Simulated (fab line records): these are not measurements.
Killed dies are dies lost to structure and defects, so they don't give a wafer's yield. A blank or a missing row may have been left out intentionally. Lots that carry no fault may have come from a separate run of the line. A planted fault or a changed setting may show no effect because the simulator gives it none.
Matching of chambers :: flow nand-harc :: NHARC_A_CONTACT_ETCH_88 on rie-diel-03 has 4 sister chambers
The step etches the open film in CF4, target depth 39 nm, time 65 s. 4 wafers are shown with their chamber, then 12 later ones without.

WAFERS PAIRED WITH THEIR CHAMBERS
wafer: L088.5
chamber: 0
drypump-motor-current-A (A): 5.4

wafer: L088.6
chamber: 3
drypump-motor-current-A (A): 4.9

wafer: L089.2
chamber: 2
drypump-motor-current-A (A): 6.3

wafer: L089.5
chamber: 1
drypump-motor-current-A (A): 5.8

WAFERS WITH NO CHAMBER GIVEN
wafer: L093.1
drypump-motor-current-A (A): 6.3

wafer: L093.2
drypump-motor-current-A (A): 5.5

wafer: L093.6
drypump-motor-current-A (A): 5.8

wafer: L095.1
drypump-motor-current-A (A): 5.5

wafer: L095.2
drypump-motor-current-A (A): 5.8

wafer: L095.5
drypump-motor-current-A (A): 4.9

wafer: L096.1
drypump-motor-current-A (A): 5.4

wafer: L096.4
drypump-motor-current-A (A): 6.3

wafer: L096.6
drypump-motor-current-A (A): 6.3

wafer: L097.1
drypump-motor-current-A (A): 5.8

wafer: L097.3
drypump-motor-current-A (A): 5.5

wafer: L097.5
drypump-motor-current-A (A): 5.5

EACH ONE'S CHAMBER
wafer: L093.1
from the rows above: 2
in truth: 2

wafer: L093.2
from the rows above: 0
in truth: 0

wafer: L093.6
from the rows above: 1
in truth: 1

wafer: L095.1
from the rows above: 0
in truth: 0

wafer: L095.2
from the rows above: 1
in truth: 1

wafer: L095.5
from the rows above: 3
in truth: 3

wafer: L096.1
from the rows above: 0
in truth: 0

wafer: L096.4
from the rows above: 2
in truth: 2

wafer: L096.6
from the rows above: 2
in truth: 2

wafer: L097.1
from the rows above: 1
in truth: 1

wafer: L097.3
from the rows above: 0
in truth: 0

wafer: L097.5
from the rows above: 0
in truth: 0
Placed correctly: 12 of 12. Not placeable from these rows: 0. Wrongly placed: 0.
How it was worked out, from the rows above alone: a wafer's distance from a chamber is the root of the sum, over the readings, of the square of ((its reading less the chamber's mean) divided by the reading's scatter). The wafer belongs to the nearest chamber; if the next one is less than 2 further off, it can't be placed. For every chamber, the mean is computed from those of its wafers that are shown. The scatter: root of mean squared gap, hidden wafer to nearest shown wafer, with one shown wafer a chamber.
